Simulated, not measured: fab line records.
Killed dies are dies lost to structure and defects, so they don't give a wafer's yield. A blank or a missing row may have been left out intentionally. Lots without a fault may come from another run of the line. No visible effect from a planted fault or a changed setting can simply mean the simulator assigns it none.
Matching of chambers :: flow n5 finfet :: cmp-01 running N5_MOL_CONTACT_COAG_CMP_28: 4 sister chambers
The step polishes, stops on SiNx, t overpolish 0.85 s, target thk 14.522 nm. 18 wafers are shown with their chamber, then 9 later ones without.

## WAFERS PAIRED WITH THEIR CHAMBERS
wafer: L076.2
chamber: 0
motor current A (A): 12.2
time to endpoint s (s): 4

wafer: L076.3
chamber: 3
motor current A (A): 12.9
time to endpoint s (s): 13

wafer: L076.6
chamber: 1
motor current A (A): 12.3
time to endpoint s (s): 8

wafer: L077.3
chamber: 0
motor current A (A): 12.3
time to endpoint s (s): 4

wafer: L077.5
chamber: 1
motor current A (A): 12.0
time to endpoint s (s): 7

wafer: L077.6
chamber: 0
motor current A (A): 11.6
time to endpoint s (s): 3

wafer: L080.1
chamber: 2
motor current A (A): 10.8
time to endpoint s (s): 5

wafer: L080.3
chamber: 0
motor current A (A): 12.0
time to endpoint s (s): 2

wafer: L080.4
chamber: 3
motor current A (A): 13.0
time to endpoint s (s): 7

wafer: L081.1
chamber: 3
motor current A (A): 13.5
time to endpoint s (s): 8

wafer: L081.3
chamber: 1
motor current A (A): 12.1
time to endpoint s (s): 7

wafer: L081.6
chamber: 2
motor current A (A): 10.5
time to endpoint s (s): 4

wafer: L083.1
chamber: 0
motor current A (A): 12.9
time to endpoint s (s): 0

wafer: L083.4
chamber: 3
motor current A (A): 12.7
time to endpoint s (s): 6

wafer: L083.5
chamber: 1
motor current A (A): 11.9
time to endpoint s (s): 7

wafer: L085.2
chamber: 3
motor current A (A): 12.7
time to endpoint s (s): 7

wafer: L085.4
chamber: 1
motor current A (A): 11.5
time to endpoint s (s): 5

wafer: L085.5
chamber: 3
motor current A (A): 13.0
time to endpoint s (s): 5

SIGNATURES, as means of the wafers listed above
reading: motor current A
chamber 0: 12.200
chamber 1: 11.960
chamber 2: 10.650
chamber 3: 12.967
scatter within a chamber: 0.352

reading: time to endpoint s
chamber 0: 2.60
chamber 1: 6.80
chamber 2: 4.50
chamber 3: 7.67
scatter within a chamber: 2
Rule: for a wafer and a chamber, the distance is found by dividing, reading by reading, the gap between the wafer's reading and the chamber's mean by the reading's scatter, squaring, summing and taking the root. The wafer belongs to the nearest chamber; if the next one is less than 2 further off, it can't be placed. The scatter: the root of (the sum of the squares of (reading less its chamber's mean) over the shown wafers, divided by (wafers less chambers)).

## WAFERS WITH NO CHAMBER GIVEN
wafer: L086.2
motor current A (A): 12.5
time to endpoint s (s): 2

wafer: L086.3
motor current A (A): 10.5
time to endpoint s (s): 0

wafer: L086.6
motor current A (A): 11.7
time to endpoint s (s): 6

wafer: L091.2
motor current A (A): 11.6
time to endpoint s (s): 9

wafer: L091.5
motor current A (A): 10.5
time to endpoint s (s): 5

wafer: L091.6
motor current A (A): 12.1
time to endpoint s (s): 4

wafer: L094.3
motor current A (A): 10.9
time to endpoint s (s): 3

wafer: L094.4
motor current A (A): 12.1
time to endpoint s (s): 5

wafer: L094.6
motor current A (A): 12.3
time to endpoint s (s): 2

## WHICH CHAMBER EACH WENT THROUGH
wafer: L086.2
from the rows above: can't be placed: 0 or 1
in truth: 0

wafer: L086.3
from the rows above: 2
in truth: 2

wafer: L086.6
from the rows above: can't be placed: 1 or 0
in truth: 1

wafer: L091.2
from the rows above: 1
in truth: 1

wafer: L091.5
from the rows above: 2
in truth: 2

wafer: L091.6
from the rows above: can't be placed: 0 or 1
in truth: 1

wafer: L094.3
from the rows above: 2
in truth: 2

wafer: L094.4
from the rows above: can't be placed: 1 or 0 or 3
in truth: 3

wafer: L094.6
from the rows above: 0
in truth: 0
Correct placement for 5 of the 9. These rows do not allow placing 4 (true chamber among the candidates in 4). 0 placed wrongly.
